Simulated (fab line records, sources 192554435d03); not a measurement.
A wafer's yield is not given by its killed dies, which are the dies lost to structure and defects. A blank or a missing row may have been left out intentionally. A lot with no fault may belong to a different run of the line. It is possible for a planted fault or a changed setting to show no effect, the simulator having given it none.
fab line records    flow n5_finfet    part 2 of 2: steps 21 to 30 of 30
record: lots: 5  wafers: 15  last_day: 18
route steps=1938 shown BEOL_M7@1302
lots that met no fault: taken from a fault-free run of the same line
start_h: hours from the record's first day to the start of the lot's first wafer shown    wait_h: how many hours have passed since the lot's step before this one    " repeats the value in the row above    L1.1+2: one row covering several wafers at once    - no value present, or no start provided    * or withheld: withheld    < > ~ a bound
route shown NAME@n: names a module that has steps shown in the file, with the first one's number in the route    usual: average and standard deviation across the fault-free wafers    same: alike in all rows    chamber/n: place in a boat    sites: per-site readings    _std_site: the values' standard deviation    _edge_site: the outer-site mean with the inner-site mean subtracted    radius_mm: for every site, how far away it sits from the centre of the wafer    mask NAME#n: copy n    behind: the most recent tool/chamber to have shaped the wafer    hold: what put the lot on hold/how long, in hours/how the hold closed    device: which transistor (n, p or np) failed to switch    end of line: at the end of the route, the tests of the same wafers    for a step that has no rows: nothing shown but its recipe    killed: at the first sort, the dies lost to defects and structure; wafer yield is something else    map: shows each die of a wafer: x if killed, . if not, _ if none is there
set.NAME: the setting the step ran with; set.NAME@STEP: the setting that earlier step ran with    model.NAME: the simulator's own value behind a step, which no gauge read
lots seen at some steps along the route; tables by step, rows by wafer
services: a tool's chamber out of use, with start hour (start_h, from the record's first day; less than 0 if before it), hours out, and reason
== steps ==
step: N5_BEOL_M7_CVD_78
recipe: material: Co  target_thk_a: 20  temp_c: withheld  precursor: CCTBA/H2  pressure_torr: 30  time_s: 142.3
lot.wafer   tool       chamber  start_h  wait_h
L080.2+4+5  cvd_co-01  2,1,2    246.38   0.1
L081.1+4+6  cvd_co-02  0,2,1    246.51   0.0
L084.3+4+5  cvd_co-02  1,2,1    266.77   0.1
L092.1+2+5  cvd_co-02  0,2,1    317.48   0.2
L096.1+5+6  cvd_co-01  1,1,0    355.86   0.1
step: N5_BEOL_M7_SPUTTER_48
recipe: material: Cu  target_thk_a: 100  temp_c: -20  bias_v: 60  power_w: 26000  chamber_pressure_pa: 0.13  time_s: 1.667
usual: chamber_pressure_pa: 0.13005/0.00027  susceptor_temp_C: -19.98/0.1  throttle_valve_pct: 29.7/0.93
lot.wafer  tool            chamber  start_h  wait_h  chamber_pressure_pa  susceptor_temp_C  throttle_valve_pct
L080.2     pvd_sputter-03  -        246.49   0.1     0.12956              -19.95            29.8
L080.4     "               -        "        "       0.1299               -19.78            30.1
L080.5     "               -        "        "       0.13006              -20.07            30.2
L081.1     pvd_sputter-02  -        246.62   0.1     0.12962              -20.10            29.1
L081.4     "               -        "        "       0.1303               -20.04            29.0
L081.6     "               -        "        "       0.12989              -20.07            28.9
L084.3     pvd_sputter-03  -        266.93   0.1     0.13001              -20.16            30.4
L084.4     "               -        "        "       0.13025              -19.87            29.6
L084.5     "               -        "        "       0.13016              -19.89            29.8
L092.1     pvd_sputter-03  -        317.60   0.1     0.12989              -20.03            28.6
L092.2     "               -        "        "       0.12996              -19.80            30.6
L092.5     "               -        "        "       0.12991              -20.21            28.8
L096.1     pvd_sputter-02  -        356.05   0.1     0.13027              -20.03            28.9
L096.5     "               -        "        "       0.12991              -20.00            28.9
L096.6     "               -        "        "       0.13008              -19.96            29.9
step: N5_BEOL_M7_ECD_50
recipe: material: Cu  target_thk_a: 3000
lot.wafer   tool       chamber  start_h  wait_h
L080.2+4+5  ecd_cu-01  0,1,1    246.61   0.1
L081.1+4+6  ecd_cu-02  0,1,0    246.74   0.1
L084.3+4+5  ecd_cu-01  0,1,0    267.11   0.1
L092.1+2+5  ecd_cu-01  1,0,0    317.72   0.1
L096.1+5+6  ecd_cu-01  1,1,0    356.17   0.1
step: N5_BEOL_M7_ANNEAL_51
recipe: temp_c: 225  time_s: 90  ambient: N2
usual: anneal_temp_c: 224.99/0.16  wafer_temp_C_max: 225.97/0.26
lot.wafer  tool           chamber  start_h  wait_h  anneal_temp_c  wafer_temp_C_max
L080.2     rtp_anneal-02  0        247.60   1.0     224.85         226.11
L080.4     "              0        "        "       224.79         225.97
L080.5     "              0        "        "       224.76         225.80
L081.1     rtp_anneal-01  0        247.70   0.9     225.10         225.97
L081.4     "              0        "        "       225.15         226.15
L081.6     "              0        "        "       224.99         226.00
L084.3     rtp_anneal-01  0        267.47   0.3     224.86         226.03
L084.4     "              0        "        "       224.79         225.97
L084.5     "              0        "        "       224.99         226.24
L092.1     rtp_anneal-02  0        318.01   0.3     224.66         226.05
L092.2     "              0        "        "       224.46         226.03
L092.5     "              0        "        "       224.97         226.16
L096.1     rtp_anneal-01  0        356.37   0.2     225.27         226.19
L096.5     "              0        "        "       225.12         226.62
L096.6     "              0        "        "       225.18         225.89
step: N5_BEOL_M7_CMP_52
recipe: stop_on: SiCOH_lowk  t_overpolish_s: 6.9  down_force_psi: 1  platen_rpm: 50  clearing_platen_down_force_psi: 1.5  clearing_platen_rpm: 50  post_cmp_clean: cu_alkaline  target_thk_nm: 80  clearing_platen_pad_velocity_m_s: 0.99484  pad_velocity_m_s: 0.99484
usual: barrier_field_endpoint_s: 28.8/0.77  motor_current_A: 6.2/0.48  overpolish_run_s: 6.901/0.0087  time_to_endpoint_s: 62/3.3
lot.wafer  tool    chamber  start_h  wait_h  barrier_field_endpoint_s  motor_current_A  overpolish_run_s  time_to_endpoint_s
L080.4     cmp-02  1        247.85   0.1     27.5                      5.6              6.899             59
L080.2     "       2        "        "       27.1                      6.1              6.905             56
L080.5     "       1        "        "       27.9                      5.5              6.911             56
L081.4     cmp-01  2        248.09   0.2     28.0                      5.4              6.913             64
L081.1     "       3        "        "       29.1                      7.1              6.903             68
L081.6     "       0        "        "       28.5                      6.6              6.904             63
L084.3     cmp-04  1        267.68   0.2     30.2                      6.4              6.890             64
L084.4     "       3        "        "       29.3                      6.2              6.909             60
L084.5     "       1        "        "       29.7                      6.2              6.898             64
L092.2     cmp-04  3        318.40   0.3     28.5                      5.7              6.887             63
L092.1     "       0        "        "       29.3                      6.5              6.903             66
L092.5     "       1        "        "       30.5                      6.2              6.908             68
L096.1     cmp-01  1        356.76   0.3     28.9                      5.7              6.900             66
L096.5     "       0        "        "       29.7                      6.8              6.903             64
L096.6     "       1        "        "       29.5                      5.4              6.900             63
step: N5_BEOL_M7_THK_MEAS_53
recipe: thk_meas_gauge: xrf  reads: Cu_of_BEOL_M7_ECD_50
usual: M7_THK: 79.7/2.9
lot.wafer  tool           chamber  start_h  wait_h  M7_THK[nm]
L080.2     film_metro-02  -        248.24   -       74.2
L080.4     "              -        "        "       75.2
L080.5     "              -        "        "       75.5
L081.1     film_metro-02  -        248.31   -       78.6
L081.4     "              -        "        "       76.6
L081.6     "              -        "        "       79.3
L084.3     film_metro-01  -        267.97   -       84.5
L084.4     "              -        "        "       83.6
L084.5     "              -        "        "       84.3
L092.1     film_metro-02  -        318.62   -       85.2
L092.2     "              -        "        "       79.2
L092.5     "              -        "        "       80.8
L096.1     film_metro-01  -        357.02   -       79.7
L096.5     "              -        "        "       78.4
L096.6     "              -        "        "       82.2
step: N5_BEOL_M7_PRE_CLEAN_55
recipe: gas: NH3  time_s: 15  temp_c: withheld  rf_power_w: 300
lot.wafer   tool      chamber  start_h  wait_h
L080.2+4+5  pecvd-04  2,2,0    248.28   0.0
L081.1+4+6  pecvd-02  0,0,2    248.34   0.0
L084.3+4+5  pecvd-04  1,0,1    268.01   0.0
L092.1+2+5  pecvd-04  0,2,2    318.66   0.0
L096.1+5+6  pecvd-04  0,0,2    357.06   0.0
step: N5_BEOL_M7_DEP_56
recipe: material: SiCN  target_thk_a: 100  temp_c: withheld  precursor: 3MS/NH3  pressure_torr: 3  rf_w: 202  time_s: 17.5
usual: showerhead_plenum_p_Torr: 3.669/0.011  throttle_valve_pct: 9.1/0.62
lot.wafer  tool      chamber  start_h  wait_h  showerhead_plenum_p_Torr  throttle_valve_pct
L080.2     pecvd-04  2        248.30   0.0     3.653                     9.2
L080.4     "         2        "        "       3.661                     9.1
L080.5     "         0        "        "       3.657                     9.3
L081.1     pecvd-02  0        248.38   0.0     3.668                     8.8
L081.4     "         0        "        "       3.675                     9.1
L081.6     "         2        "        "       3.665                     8.7
L084.3     pecvd-04  1        268.03   0.0     3.687                     10.5
L084.4     "         0        "        "       3.676                     9.3
L084.5     "         1        "        "       3.697                     10.5
L092.1     pecvd-04  0        318.68   0.0     3.666                     9.4
L092.2     "         2        "        "       3.669                     9.3
L092.5     "         2        "        "       3.655                     9.4
L096.1     pecvd-04  0        357.09   0.0     3.663                     8.8
L096.5     "         0        "        "       3.665                     9.4
L096.6     "         2        "        "       3.659                     9.3
step: N5_BEOL_M7_RS_MEAS_57
recipe: thk_meas_gauge: four-point-probe  reads: Cu_of_BEOL_M7_ECD_50+Co_of_BEOL_M7_CVD_78+TaN_of_BEOL_M7_ALD_77
usual: M7_RS: 0.287/0.012
lot.wafer  tool           chamber  start_h  wait_h  M7_RS[ohm/sq]
L080.2     film_metro-02  -        248.37   0.1     0.312
L080.4     "              -        "        "       0.308
L080.5     "              -        "        "       0.304
L081.1     film_metro-02  -        248.47   0.1     0.293
L081.4     "              -        "        "       0.300
L081.6     "              -        "        "       0.289
L084.3     film_metro-01  -        268.10   0.1     0.267
L084.4     "              -        "        "       0.271
L084.5     "              -        "        "       0.267
L092.1     film_metro-02  -        318.75   0.1     0.269
L092.2     "              -        "        "       0.294
L092.5     "              -        "        "       0.287
L096.1     film_metro-02  -        357.18   0.1     0.280
L096.5     "              -        "        "       0.286
L096.6     "              -        "        "       0.271
step: N5_BEOL_M7_INSPECT_58
recipe: inspect_instrument: darkfield  mode: post_dep
usual: raw_defect_count: 76/25
lot.wafer  tool               chamber  start_h  wait_h  raw_defect_count
L080.2     defect_inspect-02  -        248.40   0.0     110
L080.4     "                  -        "        "       86
L080.5     "                  -        "        "       64
L081.1     defect_inspect-01  -        248.49   0.0     63
L081.4     "                  -        "        "       41
L081.6     "                  -        "        "       92
L084.3     defect_inspect-02  -        268.13   0.0     120
L084.4     "                  -        "        "       68
L084.5     "                  -        "        "       80
L092.1     defect_inspect-02  -        318.78   0.0     32
L092.2     "                  -        "        "       107
L092.5     "                  -        "        "       84
L096.1     defect_inspect-01  -        357.21   0.0     73
L096.5     "                  -        "        "       43
L096.6     "                  -        "        "       85
== services ==
tool            chamber  start_h  hours  kind
ald_metal-02    3        221.47   8.5    repair
cmp-01          -        223.51   9.1    repair
ecd_cu-02       -        225.02   2.5    pm
pecvd-02        1        238.05   21.2   repair
uv_cure-01      -        250.88   7.5    pm
cmp-01          -        256.89   4.0    pm
pecvd-02        -        260.45   0.9    repair
cmp-01          -        264.15   4.2    pm
ecd_cu-02       -        271.46   1.8    repair
cmp-04          -        276.61   1.3    repair
ald_metal-01    -        292.02   8.7    pm
rtp_anneal-01   -        293.98   2.9    pm
ald_metal-03    -        308.78   2.8    pm
uv_cure-03      -        310.08   2.0    repair
ald_metal-03    -        314.77   14.6   pm
uv_cure-03      -        316.30   7.5    pm
uv_cure-02      -        317.76   1.0    pm
ecd_cu-02       -        318.33   3.1    repair
ald_metal-02    -        337.28   14.0   pm
pecvd-04        0        342.55   3.9    repair
cmp-04          -        343.77   13.2   pm
uv_cure-03      -        344.29   6.5    repair
pvd_sputter-03  -        350.34   3.1    repair
rie_diel-02     -        350.76   0.6    repair
